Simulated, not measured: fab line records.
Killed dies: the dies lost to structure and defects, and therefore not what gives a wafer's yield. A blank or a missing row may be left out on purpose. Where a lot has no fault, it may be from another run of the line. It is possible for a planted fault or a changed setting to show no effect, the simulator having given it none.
Matching of chambers | flow n5 finfet | rie diel-04 running N5_HKMG_FIN_ETCH_35: 4 sister chambers
The step etches SOC in N2/H2, target depth 215.8 nm, time 243.4 s. 18 wafers are shown with their chamber, then 9 later ones without.

== WAFERS, EACH WITH ITS CHAMBER ==
wafer  | chamber | drypump motor current A (A) | oes product au (a.u.) | throttle valve pct (%)
L074.1 | 0       | 5.8                         | 0.69                  | 17.94
L074.2 | 3       | 5.6                         | 0.74                  | 18.02
L074.5 | 1       | 5.2                         | 0.71                  | 18.17
L078.1 | 3       | 5.6                         | 0.74                  | 18.03
L078.3 | 2       | 5.0                         | 0.90                  | 17.67
L078.4 | 1       | 5.2                         | 0.70                  | 18.21
L080.2 | 3       | 5.6                         | 0.73                  | 18.03
L080.3 | 2       | 4.9                         | 0.88                  | 17.70
L080.4 | 0       | 5.9                         | 0.68                  | 17.93
L085.1 | 3       | 5.6                         | 0.72                  | 18.07
L085.2 | 1       | 5.2                         | 0.95                  | 17.67
L085.6 | 3       | 5.6                         | 0.73                  | 18.04
L087.3 | 0       | 5.9                         | 0.66                  | 17.96
L087.4 | 1       | 5.1                         | 0.93                  | 17.68
L087.5 | 1       | 5.1                         | 0.93                  | 17.68
L089.2 | 3       | 5.6                         | 0.72                  | 18.06
L089.5 | 1       | 5.2                         | 0.93                  | 17.69
L089.6 | 0       | 5.9                         | 0.66                  | 17.97

SIGNATURES (averages over the wafers above)
reading                 | chamber 0 | chamber 1 | chamber 2 | chamber 3 | scatter within a chamber
drypump motor current A | 5.875     | 5.167     | 4.950     | 5.600     | 0.043
oes product au          | 0.6725    | 0.8583    | 0.8900    | 0.7300    | 0.0718
throttle valve pct      | 17.9500   | 17.8500   | 17.6850   | 18.0417   | 0.158
Rule: for a wafer and a chamber, the distance is found by dividing, reading by reading, the gap between the wafer's reading and the chamber's mean by the reading's scatter, squaring, summing and taking the root. If the next closest chamber is less than 2 further off than the closest, the wafer can't be placed; otherwise it belongs to the closest. The scatter: the root of (the sum of the squares of (reading less its chamber's mean) over the shown wafers, divided by (wafers less chambers)).

== WAFERS WHOSE CHAMBER IS MISSING ==
wafer  | drypump motor current A (A) | oes product au (a.u.) | throttle valve pct (%)
L092.1 | 5.2                         | 0.91                  | 17.69
L092.2 | 5.0                         | 0.85                  | 17.74
L092.5 | 5.9                         | 0.95                  | 17.60
L093.1 | 5.9                         | 0.93                  | 17.62
L093.4 | 5.2                         | 0.90                  | 17.70
L093.5 | 5.9                         | 0.93                  | 17.61
L097.2 | 5.6                         | 1.03                  | 17.67
L097.4 | 5.9                         | 0.90                  | 17.61
L097.5 | 5.6                         | 1.03                  | 17.68

== WHICH CHAMBER EACH ONE RAN IN ==
wafer  | from the rows above | in truth
L092.1 | 1                   | 1
L092.2 | 2                   | 2
L092.5 | 0                   | 0
L093.1 | 0                   | 0
L093.4 | 1                   | 1
L093.5 | 0                   | 0
L097.2 | 3                   | 3
L097.4 | 0                   | 0
L097.5 | 3                   | 3
Placed correctly: 9 of 9. Left unplaced by these rows: 0. Number placed wrongly: 0.
